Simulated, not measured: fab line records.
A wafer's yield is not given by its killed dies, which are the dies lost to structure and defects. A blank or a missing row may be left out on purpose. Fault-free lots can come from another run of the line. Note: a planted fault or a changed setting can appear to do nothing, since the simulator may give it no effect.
Split-lot trial ; flow n5_finfet ; 21 wafers read from 7 lots, route of 1938 steps

ON THE SPLIT
At N5_BEOL_M14_ILD_DEP_00 (deposits SiO2 from TEOS/O2, target thk 1119.3 nm, time 237.4 s), the setting time_s was moved away from the recipe's 237.4 s on 7 of the 21 wafers read, by -13.2% to +12.7%. All remaining wafers had this setting at the recipe value.

No step appears in the file between the split and the reading.

THE READING
M14_ILD_THK (nm), taken at N5_BEOL_M14_THK_MEAS_01. Typical for fault-free wafers on this fab line: 1123 nm, with standard deviation 15 nm.

wafer;tool, chamber at the split;time_s as run, s;against the recipe;M14_ILD_THK, nm;against lot-mates on the recipe
L074.1;pecvd-04, 0;251.7;+6.0%;1179;+69
L074.5;pecvd-04, 1;251.7;+6.0%;1194;+84
L074.6;pecvd-04, 2;237.4;recipe;1110;-
L083.3;pecvd-03, 0;237.4;recipe;1105;-
L083.4;pecvd-03, 0;237.4;recipe;1125;-
L083.5;pecvd-03, 2;237.4;recipe;1148;-
L090.2;pecvd-03, 1;237.4;recipe;1126;-
L090.3;pecvd-03, 0;237.4;recipe;1117;-
L090.6;pecvd-03, 0;237.4;recipe;1138;-
L095.1;pecvd-02, 2;267.5;+12.7%;1263;+113
L095.3;pecvd-02, 0;237.4;recipe;1150;-
L095.5;pecvd-02, 0;267.5;+12.7%;1289;+139
L094.1;pecvd-04, 2;237.4;recipe;1112;-
L094.3;pecvd-04, 1;237.4;recipe;1106;-
L094.4;pecvd-04, 2;237.4;recipe;1121;-
L097.1;pecvd-04, 1;206;-13.2%;960;-164
L097.3;pecvd-04, 0;206;-13.2%;957;-167
L097.5;pecvd-04, 2;237.4;recipe;1124;-
L096.1;pecvd-04, 2;237.4;recipe;1102;-
L096.2;pecvd-04, 0;237.4;recipe;1111;-
L096.6;pecvd-04, 1;260.2;+9.6%;1234;+128

THE FIT
A straight line over all 21 wafers: M14_ILD_THK changes by +12.1 nm for each +1% of time_s; r = +0.99; the points scatter about the line by 14 nm.
The same after taking each lot's own level away (the mean of its wafers on the recipe; 21 wafers): +11.7 nm for each +1%; r = +0.99; scatter 13 nm.
That fit puts the effect of the largest move of time_s on the reading at 1.5e+02 nm.
From 1106.5 to 1150.0 nm: that is the span of the lots' own levels, equal to 2.9 times the standard deviation above.
Hence the lot-to-lot level has little effect on the slope; both slopes agree.
Check: -153 nm against its lot-mates is what the line predicts for one of the wafers moved furthest among these (-13.2%) when that wafer is left out of the fit. It came out at -164 nm against them.

OTHER SPLITS APPLIED TO THESE WAFERS
These wafers also went through other splits before the reading. Each is held against what the fit with the lots' levels taken away leaves over:
other split on the same wafers;wafers away from the commonest value;r with M14_ILD_THK (lot level and that fit taken away)
N5_BEOL_M9_DESCUM_16 time_s;5;-0.10
N5_BEOL_M11_PECVD_70 temp_c;8;-0.16
N5_BEOL_M11_TRENCH_ETCH_37 source_w;3;+0.07
N5_BEOL_M13_COAT_04 spin_rpm;8;+0.22
N5_BEOL_M13_EXPOSE_07 dose_mj;10;-0.05

THE WHOLE CHAIN: every reading that the file lists as answering this split, in the file's order
step;what it does;reading;change (the file's fit);r (the file's)
N5_BEOL_M14_ILD_DEP_00;deposits SiO2 from TEOS/O2, target thk 1119.3 nm, time 237.4 s;SiO2_of_BEOL_M14_ILD_DEP_00.thk_nm (the simulator's own value, which no gauge read);+11.8 nm for each +1% of the setting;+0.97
N5_BEOL_M14_THK_MEAS_01;;M14_ILD_THK;+11.8 for each +1% of the setting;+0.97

THE FILE'S OWN FIT
M14_ILD_THK changes by +11.8 nm for each +1% of time_s, r = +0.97.
